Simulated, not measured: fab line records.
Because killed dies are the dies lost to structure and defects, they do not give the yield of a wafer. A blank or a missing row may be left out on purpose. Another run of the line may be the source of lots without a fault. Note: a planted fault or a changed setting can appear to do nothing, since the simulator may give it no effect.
fab line records + flow nand_harc
record
- lots=6
- wafers=18
- last_day=33
route steps=1302 shown A_BONDPAD@1217 HYBRID_BOND@1237 THIN_TSV@1244 END@1302
lots with no fault: from the same line, run without faults
start_h: the number of hours between the record's first day and the start of the first shown wafer of the lot + wait_h: how many hours have passed since the lot's step before this one + " same as the row above + L1.1+2: a row that stands for several wafers + - no value present, or no start provided + * or withheld: withheld + < > ~ a bound
route shown NAME@n: NAME is a module with steps in the file, n the number in the route of the first one + usual: mean/standard deviation taken from wafers without a fault + same: alike in all rows + chamber/n: place in a boat + sites: readings site by site + _std_site: standard deviation across them + _edge_site: the outer-site mean with the inner-site mean subtracted + radius_mm: for every site, how far away it sits from the centre of the wafer + mask NAME#n: copy n + behind: the last tool/chamber to shape the wafer + hold: why the lot went on hold/how many hours it stayed there/how the hold came to an end + device: the n, p or np transistor that did not switch + end of line: at the end of the route, the tests of the same wafers + a step with no rows: only its recipe + killed: not the wafer's yield, but the dies lost to structure and defects at the first sort + map: a wafer's dies, x killed, . not, _ none there
set.NAME: the setting the step ran with; set.NAME@STEP: the setting that earlier step ran with + model.NAME: the simulator's own value behind a step, which no gauge read
certain route steps with their lots: each step a table, each wafer a row
services: from which hour (start_h, from the record's first day; less than 0 if before it) a tool's chamber was out of use, for how many hours, and why
## steps
# step NHARC_A_BONDPAD_HARDBAKE_10
# recipe
- temp_c=118
- time_s=65
# step NHARC_A_BONDPAD_DESCUM_11
# recipe
- time_s=3
- o2_flow_sccm=200
- ar_flow_sccm=0
- bias_power_w=0
- chemistry=O2
# step NHARC_A_BONDPAD_ETCH_34
# recipe
- target_depth_a=600
- overetch_a=180
- time_s=65.91
- ion_energy_ev=200
- n2_flow_sccm=150
- h2_flow_sccm=150
- ar_flow_sccm=0
- rf_w=400
- bias_w=150
- chemistry=N2/H2
# usual
- drypump_motor_current_A=5.8/0.42
- oes_product_au=1.000/0.0079
- rf_vpp_V=429.8/1.9
- showerhead_plenum_p_Torr=2.01/0.065
- throttle_valve_pct=14.172/0.009
# same
- time_s=65.91
| lot.wafer | tool        | chamber | start_h | wait_h | drypump_motor_current_A | oes_product_au | rf_hours_counter_h | rf_vpp_V | showerhead_plenum_p_Torr | throttle_valve_pct |
|-----------|-------------|---------|---------|--------|-------------------------|----------------|--------------------|----------|--------------------------|--------------------|
| L286.3    | rie_diel-11 | 3       | 606.48  | 0.1    | 6.3                     | 0.992          | 5                  | 430.2    | 2.02                     | 14.179             |
| L286.5    | "           | 2       | "       | "      | 6.0                     | 1.006          | -                  | 429.9    | 1.99                     | 14.177             |
| L286.6    | "           | 3       | "       | "      | 6.2                     | 0.998          | -                  | 430.0    | 2.02                     | 14.193             |
| L288.1    | rie_diel-05 | 1       | 622.84  | 0.1    | 5.5                     | 1.020          | 0                  | 434.3    | 2.14                     | 14.156             |
| L288.2    | "           | 2       | "       | "      | 5.8                     | 0.999          | 0                  | 432.0    | 2.03                     | 14.179             |
| L288.4    | "           | 3       | "       | "      | 4.9                     | 0.998          | 0                  | 428.0    | 1.96                     | 14.164             |
| L289.1    | rie_diel-03 | 1       | 655.50  | 0.1    | 6.2                     | 1.003          | 2                  | 433.9    | 2.20                     | 14.170             |
| L289.4    | "           | 2       | "       | "      | 5.2                     | 0.997          | 2                  | 432.8    | 2.10                     | 14.162             |
| L289.6    | "           | 0       | "       | "      | 6.3                     | 1.013          | -                  | 428.0    | 1.94                     | 14.184             |
| L292.1    | rie_diel-11 | 2       | 659.45  | 0.1    | 6.0                     | 0.990          | 1                  | 429.4    | 1.99                     | 14.161             |
| L292.4    | "           | 3       | "       | "      | 6.2                     | 0.992          | 1                  | 428.5    | 2.02                     | 14.163             |
| L292.5    | "           | 1       | "       | "      | 5.9                     | 0.988          | -                  | 429.6    | 1.99                     | 14.172             |
| L299.1    | rie_diel-05 | 0       | 738.10  | 0.1    | 5.5                     | 0.991          | 22                 | 428.5    | 1.98                     | 14.167             |
| L299.2    | "           | 2       | "       | "      | 5.8                     | 0.993          | 23                 | 430.4    | 2.02                     | 14.180             |
| L299.6    | "           | 0       | "       | "      | 5.5                     | 0.990          | -                  | 430.0    | 1.98                     | 14.173             |
| L301.3    | rie_diel-03 | 0       | 749.12  | 0.1    | 6.3                     | 1.000          | 28                 | 427.9    | 1.93                     | 14.184             |
| L301.1    | "           | 1       | "       | "      | 6.2                     | 0.998          | 33                 | 432.8    | 2.18                     | 14.181             |
| L301.5    | "           | 3       | "       | "      | 5.3                     | 0.988          | -                  | 426.1    | 1.91                     | 14.167             |
# step NHARC_A_BONDPAD_ETCH_12
# recipe
- target_depth_a=2200
- time_s=110
- chf3_flow_sccm=50
- o2_flow_sccm=10
- ar_flow_sccm=200
- rf_w=500
- bias_w=200
- chemistry=CHF3/O2
# step NHARC_A_BONDPAD_CD_MEAS_13
# usual
- cd_nm=499.8/1.7
| lot.wafer | tool      | chamber | start_h | wait_h | cd_nm |
|-----------|-----------|---------|---------|--------|-------|
| L286.3    | cd_sem-01 | -       | 606.71  | -      | 501.5 |
| L286.5    | "         | -       | "       | "      | 498.1 |
| L286.6    | "         | -       | "       | "      | 502.5 |
| L288.1    | cd_sem-03 | -       | 623.07  | -      | 499.1 |
| L288.2    | "         | -       | "       | "      | 498.0 |
| L288.4    | "         | -       | "       | "      | 500.7 |
| L289.1    | cd_sem-03 | -       | 655.72  | -      | 501.1 |
| L289.4    | "         | -       | "       | "      | 501.5 |
| L289.6    | "         | -       | "       | "      | 499.5 |
| L292.1    | cd_sem-02 | -       | 659.67  | -      | 503.1 |
| L292.4    | "         | -       | "       | "      | 502.8 |
| L292.5    | "         | -       | "       | "      | 499.0 |
| L299.1    | cd_sem-03 | -       | 738.33  | -      | 499.0 |
| L299.2    | "         | -       | "       | "      | 496.8 |
| L299.6    | "         | -       | "       | "      | 501.2 |
| L301.1    | cd_sem-01 | -       | 749.34  | -      | 499.6 |
| L301.3    | "         | -       | "       | "      | 501.1 |
| L301.5    | "         | -       | "       | "      | 501.7 |
# step NHARC_A_BONDPAD_STRIP_15
# recipe
- o2_flow_sccm=500
- ar_flow_sccm=0
- bias_w=0
- chemistry=O2
# step NHARC_A_BONDPAD_ETCH_24
# recipe
- target_depth_a=300
- over_etch_frac=0.3
- time_s=72.99
- ion_energy_ev=150
- cf4_flow_sccm=50
- n2_flow_sccm=100
- ar_flow_sccm=150
- rf_w=300
- bias_w=100
- chemistry=CF4/N2
# step NHARC_A_BONDPAD_STRIP_16
# recipe
- time_s=600
- temp_c=30
- chemistry=post_etch_residue_remover
# step NHARC_A_BONDPAD_DEGAS_25
# recipe
- temp_c=300
- time_s=60
# step NHARC_A_BONDPAD_PRE_CLEAN_26
# recipe
- time_s=30
- temp_c=280
- gas=H2/He
# usual
- heater_power_w=430/43
# same
- time_s=30
| lot.wafer | tool           | chamber | start_h | wait_h | heater_power_w |
|-----------|----------------|---------|---------|--------|----------------|
| L286.3    | pvd_sputter-02 | -       | -       | -      | 422            |
| L286.5    | "              | -       | "       | "      | 435            |
| L286.6    | "              | -       | "       | "      | 489            |
| L288.2    | pvd_sputter-02 | -       | -       | -      | 429            |
| L288.4    | "              | -       | "       | "      | 505            |
| L288.1    | "              | -       | "       | "      | 430            |
| L289.4    | pvd_sputter-03 | -       | -       | -      | 357            |
| L289.1    | "              | -       | "       | "      | 444            |
| L289.6    | "              | -       | "       | "      | 430            |
| L292.1    | pvd_sputter-03 | -       | -       | -      | 358            |
| L292.4    | "              | -       | "       | "      | 449            |
| L292.5    | "              | -       | "       | "      | 349            |
| L299.2    | pvd_sputter-03 | -       | -       | -      | 362            |
| L299.1    | "              | -       | "       | "      | 381            |
| L299.6    | "              | -       | "       | "      | 373            |
| L301.1    | pvd_sputter-03 | -       | -       | -      | 375            |
| L301.3    | "              | -       | "       | "      | 410            |
| L301.5    | "              | -       | "       | "      | 383            |
# step NHARC_A_BONDPAD_PVD_17
# recipe
- target_thk_a=50
- bias_v=168.6
- power_w=15000
- chamber_pressure_pa=0.12
- time_s=8.06
- substrate_temp_c=50
- material=TaN
# step NHARC_A_BONDPAD_PVD_27
# recipe
- target_thk_a=300
- chamber_pressure_pa=5
- power_w=5000
- substrate_temp_c=30
- time_s=20.49
- material=Cu
# usual
- substrate_temp_c=30.01/0.11
- throttle_valve_pct=29.9/1
# same
- time_s=20.49
| lot.wafer | tool           | chamber | start_h | wait_h | substrate_temp_c | throttle_valve_pct |
|-----------|----------------|---------|---------|--------|------------------|--------------------|
| L286.3    | pvd_sputter-02 | -       | -       | -      | 30.04            | 31.5               |
| L286.5    | "              | -       | "       | "      | 30.02            | 29.3               |
| L286.6    | "              | -       | "       | "      | 29.96            | 31.7               |
| L288.2    | pvd_sputter-02 | -       | -       | -      | 29.99            | 29.4               |
| L288.1    | "              | -       | "       | "      | 30.15            | 31.5               |
| L288.4    | "              | -       | "       | "      | 29.73            | 29.7               |
| L289.4    | pvd_sputter-03 | -       | -       | -      | 30.20            | 30.1               |
| L289.1    | "              | -       | "       | "      | 29.87            | 28.5               |
| L289.6    | "              | -       | "       | "      | 30.18            | 30.5               |
| L292.4    | pvd_sputter-03 | -       | -       | -      | 29.90            | 28.1               |
| L292.1    | "              | -       | "       | "      | 29.83            | 30.9               |
| L292.5    | "              | -       | "       | "      | 30.07            | 28.4               |
| L299.2    | pvd_sputter-03 | -       | -       | -      | 29.91            | 30.2               |
| L299.1    | "              | -       | "       | "      | 29.91            | 31.1               |
| L299.6    | "              | -       | "       | "      | 29.86            | 30.0               |
| L301.1    | pvd_sputter-03 | -       | -       | -      | 30.00            | 31.0               |
| L301.3    | "              | -       | "       | "      | 29.99            | 28.2               |
| L301.5    | "              | -       | "       | "      | 29.88            | 31.4               |
# step NHARC_A_BONDPAD_ECD_18
# recipe
- target_thk_a=4000
- bath_temp_c=25
- material=Cu
| lot.wafer  | tool      | chamber | start_h | wait_h |
|------------|-----------|---------|---------|--------|
| L286.3+6+5 | ecd_cu-02 | 0,0,1   | 607.78  | -      |
| L288.1+2+4 | ecd_cu-01 | 1,0,0   | 624.05  | -      |
| L289.1+4+6 | ecd_cu-01 | 0,1,1   | 656.77  | -      |
| L292.1+4+5 | ecd_cu-01 | 0,1,0   | 660.66  | -      |
| L299.1+2+6 | ecd_cu-02 | 0,1,0   | 739.40  | -      |
| L301.1+3+5 | ecd_cu-02 | 0,0,1   | 750.36  | -      |
# step NHARC_A_BONDPAD_ANNEAL_28
# recipe
- temp_c=225
- time_s=90
# usual
- wafer_temp_C_max=226.15/0.24
# same
- time_s=90
| lot.wafer | tool          | chamber | start_h | wait_h | wafer_temp_C_max |
|-----------|---------------|---------|---------|--------|------------------|
| L286.3    | rtp_anneal-02 | 0       | 608.17  | 0.3    | 226.36           |
| L286.5    | "             | 0       | "       | "      | 226.37           |
| L286.6    | "             | 0       | "       | "      | 225.89           |
| L288.1    | rtp_anneal-01 | 0       | 624.43  | 0.3    | 226.02           |
| L288.2    | "             | 0       | "       | "      | 225.93           |
| L288.4    | "             | 0       | "       | "      | 226.01           |
| L289.1    | rtp_anneal-02 | 0       | 657.10  | -      | 226.54           |
| L289.4    | "             | 0       | "       | "      | 226.00           |
| L289.6    | "             | 0       | "       | "      | 226.20           |
| L292.1    | rtp_anneal-01 | 0       | 661.03  | -      | 226.09           |
| L292.4    | "             | 0       | "       | "      | 226.37           |
| L292.5    | "             | 0       | "       | "      | 225.92           |
| L299.1    | rtp_anneal-02 | 0       | 739.77  | -      | 226.29           |
| L299.2    | "             | 0       | "       | "      | 226.57           |
| L299.6    | "             | 0       | "       | "      | 226.23           |
| L301.1    | rtp_anneal-01 | 0       | 750.74  | -      | 226.15           |
| L301.3    | "             | 0       | "       | "      | 226.21           |
| L301.5    | "             | 0       | "       | "      | 226.47           |
# step NHARC_A_BONDPAD_CMP_19
# recipe
- t_overpolish_s=30
- cu_recess_touch_s=16
- target_thk_nm=169.82
# step NHARC_A_BONDPAD_THK_MEAS_20
# recipe
- thk_meas_gauge=xrf
# usual
- thk_nm=169.9/1.6
| lot.wafer | tool          | chamber | start_h | wait_h | thk_nm |
|-----------|---------------|---------|---------|--------|--------|
| L286.3    | film_metro-02 | -       | 608.73  | -      | 167.4  |
| L286.5    | "             | -       | "       | "      | 169.7  |
| L286.6    | "             | -       | "       | "      | 172.2  |
| L288.1    | film_metro-01 | -       | 625.11  | -      | 170.0  |
| L288.2    | "             | -       | "       | "      | 171.1  |
| L288.4    | "             | -       | "       | "      | 167.9  |
| L289.1    | film_metro-01 | -       | 657.77  | -      | 169.2  |
| L289.4    | "             | -       | "       | "      | 169.6  |
| L289.6    | "             | -       | "       | "      | 171.2  |
| L292.1    | film_metro-01 | -       | 661.69  | -      | 170.7  |
| L292.4    | "             | -       | "       | "      | 171.1  |
| L292.5    | "             | -       | "       | "      | 171.5  |
| L299.1    | film_metro-01 | -       | 740.43  | -      | 169.7  |
| L299.2    | "             | -       | "       | "      | 171.0  |
| L299.6    | "             | -       | "       | "      | 171.1  |
| L301.1    | film_metro-02 | -       | 751.41  | -      | 170.3  |
| L301.3    | "             | -       | "       | "      | 168.5  |
| L301.5    | "             | -       | "       | "      | 169.5  |
# step NHARC_A_BONDPAD_SRD_21
# recipe
- time_s=30
- temp_c=23
- dry_time_s=20
- spin_rpm=1500
# step NHARC_HYBRID_BOND_ACTIVATE_00
# recipe
- time_s=60
- n2_flow_sccm=200
- ar_flow_sccm=0
- bias_power_w=0
- chemistry=N2
# step NHARC_HYBRID_BOND_PRECLEAN_01
# recipe
- time_s=300
- temp_c=23
- chemistry=DIW
# step NHARC_HYBRID_BOND_SRD_02
# recipe
- time_s=30
- temp_c=23
- dry_time_s=20
- spin_rpm=1500
# step NHARC_HYBRID_BOND_BOND_03
# recipe
- temp_c=25
# step NHARC_HYBRID_BOND_ANNEAL_04
# recipe
- temp_c=300
- time_s=7200
- ramp_up_c_per_min=5
- ramp_down_c_per_min=3
- idle_temp_c=100
- pressure_atm=1
# step NHARC_HYBRID_BOND_OVL_MEAS_05
# usual
- overlay_x_nm=-1/32
- overlay_y_nm=3/32
| lot.wafer | tool       | chamber | start_h | wait_h | overlay_x_nm | overlay_y_nm |
|-----------|------------|---------|---------|--------|--------------|--------------|
| L286.3    | overlay-02 | -       | 619.85  | 0.4    | -34          | -48          |
| L286.5    | "          | -       | "       | "      | -28          | 6            |
| L286.6    | "          | -       | "       | "      | -4           | 17           |
| L288.1    | overlay-02 | -       | 634.82  | 0.4    | -34          | 11           |
| L288.2    | "          | -       | "       | "      | -10          | 28           |
| L288.4    | "          | -       | "       | "      | -28          | 33           |
| L289.1    | overlay-02 | -       | 665.67  | 0.4    | -39          | 57           |
| L289.4    | "          | -       | "       | "      | 50           | -39          |
| L289.6    | "          | -       | "       | "      | 44           | -6           |
| L292.1    | overlay-02 | -       | 671.39  | 0.4    | 58           | 16           |
| L292.4    | "          | -       | "       | "      | -12          | -15          |
| L292.5    | "          | -       | "       | "      | 26           | 10           |
| L299.1    | overlay-02 | -       | 754.40  | 0.4    | 9            | 33           |
| L299.2    | "          | -       | "       | "      | 28           | -33          |
| L299.6    | "          | -       | "       | "      | -23          | -17          |
| L301.1    | overlay-02 | -       | 761.10  | 0.4    | -11          | 6            |
| L301.3    | "          | -       | "       | "      | 45           | 35           |
| L301.5    | "          | -       | "       | "      | 28           | -10          |
# step NHARC_THIN_TSV_GRIND_00
# recipe
- target_thk_um=6
# usual
- motor_current_A=11.998/0.023
| lot.wafer | tool       | chamber | start_h | wait_h | motor_current_A |
|-----------|------------|---------|---------|--------|-----------------|
| L286.3    | grinder-01 | 0       | 622.82  | 2.9    | 12.000          |
| L286.5    | "          | 0       | "       | "      | 11.943          |
| L286.6    | "          | 0       | "       | "      | 11.988          |
| L288.1    | grinder-01 | 0       | 635.03  | 0.1    | 12.001          |
| L288.2    | "          | 0       | "       | "      | 11.988          |
| L288.4    | "          | 0       | "       | "      | 12.029          |
| L289.1    | grinder-01 | 0       | 665.88  | 0.1    | 11.983          |
| L289.4    | "          | 0       | "       | "      | 11.976          |
| L289.6    | "          | 0       | "       | "      | 12.008          |
| L292.1    | grinder-01 | 0       | 671.59  | 0.1    | 12.008          |
| L292.4    | "          | 0       | "       | "      | 12.022          |
| L292.5    | "          | 0       | "       | "      | 11.957          |
| L299.1    | grinder-01 | 0       | 755.79  | 1.3    | 11.988          |
| L299.2    | "          | 0       | "       | "      | 11.992          |
| L299.6    | "          | 0       | "       | "      | 12.017          |
| L301.1    | grinder-01 | 0       | 761.31  | 0.1    | 11.989          |
| L301.3    | "          | 0       | "       | "      | 11.984          |
| L301.5    | "          | 0       | "       | "      | 11.979          |
# step NHARC_THIN_TSV_CMP_01
# recipe
- target_thk_um=3
# step NHARC_THIN_TSV_THK_MEAS_02
# recipe
- thk_meas_gauge=ir
# usual
- thk_nm=3040/220
| lot.wafer | tool          | chamber | start_h | wait_h | thk_nm |
|-----------|---------------|---------|---------|--------|--------|
| L286.3    | film_metro-02 | -       | 623.92  | 0.2    | 2843   |
| L286.5    | "             | -       | "       | "      | 3216   |
| L286.6    | "             | -       | "       | "      | 2768   |
| L288.1    | film_metro-02 | -       | 636.51  | -      | 3011   |
| L288.2    | "             | -       | "       | "      | 3218   |
| L288.4    | "             | -       | "       | "      | 2776   |
| L289.1    | film_metro-02 | -       | 667.36  | -      | 3413   |
| L289.4    | "             | -       | "       | "      | 2787   |
| L289.6    | "             | -       | "       | "      | 3226   |
| L292.1    | film_metro-01 | -       | 673.08  | 0.2    | 3162   |
| L292.4    | "             | -       | "       | "      | 3251   |
| L292.5    | "             | -       | "       | "      | 2999   |
| L299.1    | film_metro-02 | -       | 757.27  | -      | 2700   |
| L299.2    | "             | -       | "       | "      | 3010   |
| L299.6    | "             | -       | "       | "      | 2901   |
| L301.1    | film_metro-02 | -       | 762.79  | -      | 3130   |
| L301.3    | "             | -       | "       | "      | 3119   |
| L301.5    | "             | -       | "       | "      | 3041   |
# step NHARC_THIN_TSV_SRD_03
# step NHARC_THIN_TSV_PRECLEAN_41
# recipe
- time_s=*
- temp_c=50
- bath_age_min=0
- chemistry=SC1
# step NHARC_THIN_TSV_SRD_42
# step NHARC_THIN_TSV_DEP_43
# recipe
- target_thk_a=13285
- temp_c=withheld
- pressure_torr=6.5
- rf_w=900
- teos_flow_sccm=161.4
- flow_sccm=2650
- target_thk_nm=1328.5
- gas=O2
- material=SiO2
# step NHARC_THIN_TSV_DEHYDRATE_04
# recipe
- temp_c=150
- time_s=120
# step NHARC_THIN_TSV_HMDS_05
# recipe
- time_s=30
# step NHARC_THIN_TSV_COAT_06
# recipe
- spin_rpm=*
# step NHARC_THIN_TSV_SOFTBAKE_07
# recipe
- temp_c=122
- time_s=95
# step NHARC_THIN_TSV_EBR_08
# step NHARC_THIN_TSV_EXPOSE_09
# recipe
- na=0.55
- dose_mj=30.7
- mask_id=TSV
# step NHARC_THIN_TSV_PEB_10
# recipe
- peb_temp_c=118
- peb_time_s=85
# step NHARC_THIN_TSV_DEVELOP_11
# recipe
- time_s=70
# step NHARC_END_SORT_01
# recipe
- temp_c=25
# usual
- defect_limited_yield=91/3
- killed_at_array=59/20
- killed_at_other=0.8/1
- killed_at_periphery=3.2/2.1
- killed_dies=63/21
- killed_open=3.0/1.9
- killed_short=2.3/1.5
# same
- gross_dies=677
| lot.wafer | tool      | chamber | start_h | wait_h | defect_limited_yield[%] | killed_at_array | killed_at_other | killed_at_periphery | killed_dies | killed_open | killed_short |
|-----------|-----------|---------|---------|--------|-------------------------|-----------------|-----------------|---------------------|-------------|-------------|--------------|
| L289.1    | prober-01 | 0       | 685.88  | 2.5    | 16                      | 565             | 0               | 1                   | 566         | 4           | 2            |
| L289.4    | prober-01 | 0       | 688.25  | 3.4    | 21                      | 538             | 0               | 0                   | 538         | 0           | 4            |
| L289.6    | prober-01 | 0       | 689.84  | 4.0    | 22                      | 528             | 0               | 3                   | 531         | 2           | 1            |
| L292.1    | prober-01 | 0       | 701.43  | 2.5    | 23                      | 515             | 0               | 3                   | 518         | 2           | 0            |
| L292.4    | prober-01 | 0       | 703.84  | 3.4    | 23                      | 518             | 0               | 2                   | 520         | 1           | 1            |
| L292.5    | prober-01 | 0       | 704.64  | 3.7    | 22                      | 526             | 0               | 0                   | 526         | 3           | 1            |
# killed by level:class
L289.1 A_BONDPAD:unspecified=525 A_SLIT:chamber_film_flake=20 A_CONTACT:chamber_film_flake=6 A_CHANNEL_HOLE_D1:chamber_film_flake=4 A_CHANNEL_HOLE_D2:chamber_film_flake=2 A_SGD_CUT:chamber_film_flake=2 P_CONTACT:geometric_particle:open=1 A_ONON_D1:geometric_particle:short=1
L289.4 A_BONDPAD:unspecified=490 A_SLIT:chamber_film_flake=28 A_CONTACT:chamber_film_flake=6 A_CHANNEL_HOLE_D1:chamber_film_flake=3 A_STAIRCASE:chamber_film_flake=3 A_SGD_CUT:chamber_film_flake=3 A_M0:geometric_particle:short=2 A_CHANNEL_FILL_D2:geometric_particle:short=1
L289.6 A_BONDPAD:unspecified=496 A_SLIT:chamber_film_flake=18 A_STAIRCASE:chamber_film_flake=3 A_CONTACT:chamber_film_flake=3 P_STI:chamber_film_flake=2 A_CHANNEL_HOLE_D1:chamber_film_flake=2 A_ONON_D1:geometric_particle:short=1 A_CHANNEL_FILL_D2:geometric_particle:open=1
L292.1 A_BONDPAD:unspecified=476 A_CHANNEL_HOLE_D1:chamber_film_flake=19 A_CHANNEL_HOLE_D2:chamber_film_flake=13 P_GATE:chamber_film_flake=3 A_CONTACT:chamber_film_flake=3 A_CHANNEL_FILL_D2:geometric_particle:open=1 A_BLC:geometric_particle:open=1 A_CHANNEL_FILL_D1:chamber_film_flake=1
L292.4 A_BONDPAD:unspecified=486 A_CHANNEL_HOLE_D1:chamber_film_flake=15 A_CHANNEL_HOLE_D2:chamber_film_flake=8 A_CONTACT:chamber_film_flake=3 A_SLIT:chamber_film_flake=2 A_WL_FILL:geometric_particle:short=1 A_M0:geometric_particle:open=1 P_M0:chamber_film_flake=1
L292.5 A_BONDPAD:unspecified=483 A_CHANNEL_HOLE_D1:chamber_film_flake=18 A_CHANNEL_HOLE_D2:chamber_film_flake=15 A_CONTACT:chamber_film_flake=3 A_CHANNEL_FILL_D1:geometric_particle:open=2 A_SLIT:chamber_film_flake=2 A_BLC:geometric_particle:open=1 A_M0:geometric_particle:short=1
# map L289.1 (x killed, . not)
____________.____________
_________xxxxxx._________
_______x.xxxxxxxxx_______
______xxxxxxxx.x.xx______
_____xxxxxxxxxxxxxxx_____
____x..xx.xxxxxxxx.xx____
____x.xxxxxxxxxxxxxxx____
___xxxxx.x.x..xx.xxxx.___
___xxx..xxxxxxxxx.x.x.___
__xxxxxxxx..xxxxxxxxx..__
__xxxxxx.xxxxx.x.xxx..x__
_xxxx.x.x.xxxxxxxxxxxx.x_
_xxxxx.xxxxxxxxxxx.xxxxx_
_xxxxxxxxx...xxxxxxxxxxx_
_xxxxxx.xxxxxxxxx.xxxx.x_
_xxxxx.xxxxxxxxxxxxxxxx._
.xxxx.xxxx.xxxxxx.x.xxxxx
xxxxxx.xxxxxxxxx...x.x..x
xxx.x.xxxxxxxxxxxxxxxx.xx
.x...xxxxxxxxxxxxx..xxxxx
xxxxxxxxxxxxxxxxx.xxxxxxx
_xxx.xxxxx.xxxxxxxxxxxxx_
_xx.xxxxxxxxxxxx.xxxxxxx_
_xxxx.xxxxxxxxxxx.x.xxxx_
_xxxxxxxx.xxxxxxxxxxx.xx_
_xxxxxxxxxxxx.x.xxxxxxx._
__xxxxxxxxxxxxxxx.xx...__
__xxxx.xxxx.xxxxxx.xx.x__
___xxx.xx..xx.xxxxxxx.___
___xx.xx.x.xxx.xxxxxxx___
____.xxx.xx.xxxxxxxxx____
____xxx..xxxxxxxxxx.x____
_____x..x.xxxxxx.xxx_____
______xxxxxxx.x..xx______
_______xx.xxxxx.xx_______
_________xxx.xxx_________
____________x____________
# map L292.5 (x killed, . not)
____________x____________
_________.xx.xxx_________
_______xxxxxx..xxx_______
______xxxxxxxx.xxxx______
_____xx.xx....x..xxx_____
____x.xx.xx...xxxxx.x____
____xxxx.xxx...xxxx.x____
___xxxx.xxxxxxxxxxxx.x___
___xxxxxxxxx.xxxxxx.xx___
__xxxx.xx.x..xxxxxxxxx.__
__xxx.xxx.x.xx.x.xxxxxx__
_xxx.xx.xxxxxxxx.x.xxxxx_
_.xx.x.xxxxxxxxxxx.x.xx._
_x.xxx.xxxxxx..xx.xx...x_
_xxx.xxxxxxxx.xxxxxxxxxx_
_xxx.xxxx.xxx..xxxxx.xxx_
.xx.xxxxxxxxx.xxxxxx.x.xx
xxxxx.xxxxxxxxx..x.xxxxxx
x...xxxxxxx.x.xx.xx.xx.xx
x.xxxxxxxx.xxxxxx.xxx.xxx
x..xxx.xxxxxxxxxxxxxxxx.x
_xx.xxxxx..xxx.x.xxxxxxx_
_xxx.xxxx.xxx.xx.xxxx.xx_
_x..xx...x.xxxxxxxxxxxxx_
_xxxxxxx..x.xxxxxxxx.xxx_
_..xxxx.x.x.x.xx.x.xxxx._
__x.xxxxxxxxxxxxxxxxxxx__
__.xxxxxxx.xxxx.xxxx.xx__
___.x.xxxx..x.x..xxxxx___
___x...xxxxxxxxxxx..xx___
____xxx.xxxxxxx.xxxxx____
____xx.xxxx.xxxx.xxxx____
_____x.xxxxx..xxxx.x_____
______.xxxxx.xx...x______
_______xxxxxx.x.x._______
_________xx.xxxx_________
____________x____________
## services
| tool           | chamber | start_h | hours | kind   |
|----------------|---------|---------|-------|--------|
| grinder-01     | -       | 596.36  | 1.1   | repair |
| ecd_cu-02      | -       | 596.55  | 8.0   | pm     |
| rie_diel-05    | -       | 606.25  | 9.0   | pm     |
| rie_diel-11    | -       | 609.50  | 9.0   | pm     |
| rie_diel-03    | 0       | 613.32  | 12.3  | repair |
| rie_diel-03    | -       | 638.93  | 9.0   | pm     |
| pvd_sputter-02 | -       | 641.98  | 10.0  | pm     |
| grinder-01     | -       | 643.99  | 0.3   | repair |
| ecd_cu-01      | -       | 649.82  | 2.0   | repair |
| rie_diel-05    | -       | 659.51  | 10.5  | repair |
| rie_diel-03    | -       | 677.90  | 0.5   | repair |
| grinder-01     | -       | 677.98  | 0.8   | repair |
| rie_diel-11    | 3       | 678.79  | 3.0   | repair |
| rie_diel-05    | 0       | 685.51  | 4.9   | repair |
| rie_diel-05    | 2       | 687.88  | 1.9   | repair |
| ecd_cu-01      | -       | 695.21  | 8.0   | pm     |
| pvd_sputter-03 | -       | 704.00  | 10.0  | pm     |
| pvd_sputter-02 | -       | 714.70  | 1.2   | repair |
| grinder-01     | -       | 721.60  | 0.7   | repair |
| pvd_sputter-03 | -       | 733.59  | 2.1   | repair |
| rie_diel-11    | 0       | 735.68  | 9.8   | repair |
| grinder-01     | -       | 736.00  | 8.0   | pm     |
| rtp_anneal-02  | -       | 744.00  | 12.0  | pm     |
| grinder-01     | -       | 745.40  | 1.0   | repair |
## key
first_sign
- step=NHARC_END_SORT_01
- reading=killed_at_array
- direction=up
- sigmas=23
- usual=59
- struck=532
effect
- step=NHARC_END_SORT_01
- reading=defect_limited_yield
- direction=down
- sigmas=23
- usual=91
- struck=21
more_kills_born_at
- NHARC_A_BONDPAD_ECD_18@ecd_cu-01=2956
met_at NHARC_A_BONDPAD_ECD_18
struck_wafers L289.1,L289.4,L289.6,L292.1,L292.4,L292.5
onset_between 624.05 656.77
fault
- kind=chamber_particle_source
- tool=ecd_cu-01
- chamber=-
- onset_h=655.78
- steps=NHARC_A_BONDPAD_ECD_18
- rate_per_visit_cm2=1.5644
- end_h=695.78
